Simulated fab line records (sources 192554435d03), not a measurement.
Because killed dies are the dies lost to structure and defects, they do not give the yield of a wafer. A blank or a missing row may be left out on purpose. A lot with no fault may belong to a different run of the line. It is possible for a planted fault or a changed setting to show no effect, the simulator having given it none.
Tool commonality check ; flow n5-finfet ; Sample size 9 lots and 27 wafers

WHY THIS WAS OPENED
At N5_BEOL_M0_SAQP_INSPECT_42 the reading raw-defect-count is flagged on 3 of 9 lots. Fault-free wafers read 324, with a standard deviation of 96.
Rule: a lot gets a flag if all its wafers with a number sit over 4 standard deviations from that mean, or if no wafer of it has a number. All remaining lots are regarded as sound.

lot;measured;on;raw-defect-count, wafer by wafer;flag
L201;day 6 08:24;defect-inspect-02;376 283 309;
L202;day 6 11:20;defect-inspect-02;219 203 201;
L205;day 7 01:02;defect-inspect-01;307 269 212;
L206;day 7 09:02;defect-inspect-01;1587 1494 1450;FLAGGED
L207;day 7 17:23;defect-inspect-02;1400 1587 1415;FLAGGED
L208;day 8 00:58;defect-inspect-02;1508 1419 1567;FLAGGED
L218;day 10 12:23;defect-inspect-02;341 398 289;
L219;day 10 15:14;defect-inspect-02;362 284 447;
L220;day 10 22:27;defect-inspect-02;267 218 287;
On average the flagged lots' numbers are 1492, which is +1168 against the usual, or +12 standard deviations.

EACH LOT AND THE TOOL IT RAN ON
The record holds 2 process steps before the reading, out of a route of 1938 steps. Every cell lists first the tool, next ch and the chambers used by the sampled wafers, and last the start.
lot;flag;N5_BEOL_M0_SAQP_RECESS_114;N5_BEOL_M0_SAQP_SPACER1_ALD_98
L201;;vapor-etch-02 ch 0,1, day 6 05:01;ald-sin-01 ch 0,1,3, day 6 05:25
L202;;vapor-etch-02 ch 0,1, day 6 08:07;ald-sin-02 ch 0,2,3, day 6 08:30
L205;;vapor-etch-02 ch 0,1, day 6 21:26;ald-sin-02 ch 1,3, day 6 21:49
L206;FLAGGED;vapor-etch-02 ch 0, day 7 05:40;ald-sin-01 ch 0,1,3, day 7 06:02
L207;FLAGGED;vapor-etch-02 ch 0,1, day 7 13:57;ald-sin-03 ch 0,2,3, day 7 14:20
L208;FLAGGED;vapor-etch-02 ch 0,1, day 7 20:56;ald-sin-01 ch 0,2,3, day 7 21:12
L218;;vapor-etch-02 ch 0,1, day 10 08:58;ald-sin-03 ch 1,3, day 10 09:20
L219;;vapor-etch-02 ch 0,1, day 10 11:49;ald-sin-01 ch 0,2,3, day 10 12:05
L220;;vapor-etch-02 ch 0,1, day 10 19:11;ald-sin-02 ch 0,2,3, day 10 19:35
These steps, and what they do:
- N5_BEOL_M0_SAQP_RECESS_114: chemistry HF/NH3, target SiO2, target depth 14.4 nm, afs cycles 3, sublimation time 60 s.
- N5_BEOL_M0_SAQP_SPACER1_ALD_98: deposits SiO2, target thk 12.8 nm, pulse time 1 s, purge time 2 s.
- N5_BEOL_M0_SAQP_INSPECT_42: inspects for defects (brightfield).

FLAGGED OVER TOTAL, TOOL BY TOOL (the gauges that took the reading come last)
step;tool;lots run;flagged;share of the flagged lots;sound lots run after its first flagged lot
N5_BEOL_M0_SAQP_RECESS_114;vapor-etch-02;9;3;all;3 (L218,L219,L220)
N5_BEOL_M0_SAQP_SPACER1_ALD_98;ald-sin-01;4;2;some;1 (L219)
N5_BEOL_M0_SAQP_SPACER1_ALD_98;ald-sin-02;3;0;none;-
N5_BEOL_M0_SAQP_SPACER1_ALD_98;ald-sin-03;2;1;some;1 (L218)
N5_BEOL_M0_SAQP_INSPECT_42;defect-inspect-01;2;1;some;0
N5_BEOL_M0_SAQP_INSPECT_42;defect-inspect-02;7;2;some;3 (L218,L219,L220)

WHAT IS ALLOWED BY THE TABLE
In the table, 1 row covers all flagged lots: vapor-etch-02 at N5_BEOL_M0_SAQP_RECESS_114.
- vapor-etch-02 at N5_BEOL_M0_SAQP_RECESS_114 ran 9 lots, 3 of them flagged. Sound lots ran on it after the first flagged one (L218, L219, L220), which a lasting fault on the whole tool wouldn't allow.
No row of the table ran every flagged lot and no sound lot after the first.

WHAT THE SIMULATOR PUT IN
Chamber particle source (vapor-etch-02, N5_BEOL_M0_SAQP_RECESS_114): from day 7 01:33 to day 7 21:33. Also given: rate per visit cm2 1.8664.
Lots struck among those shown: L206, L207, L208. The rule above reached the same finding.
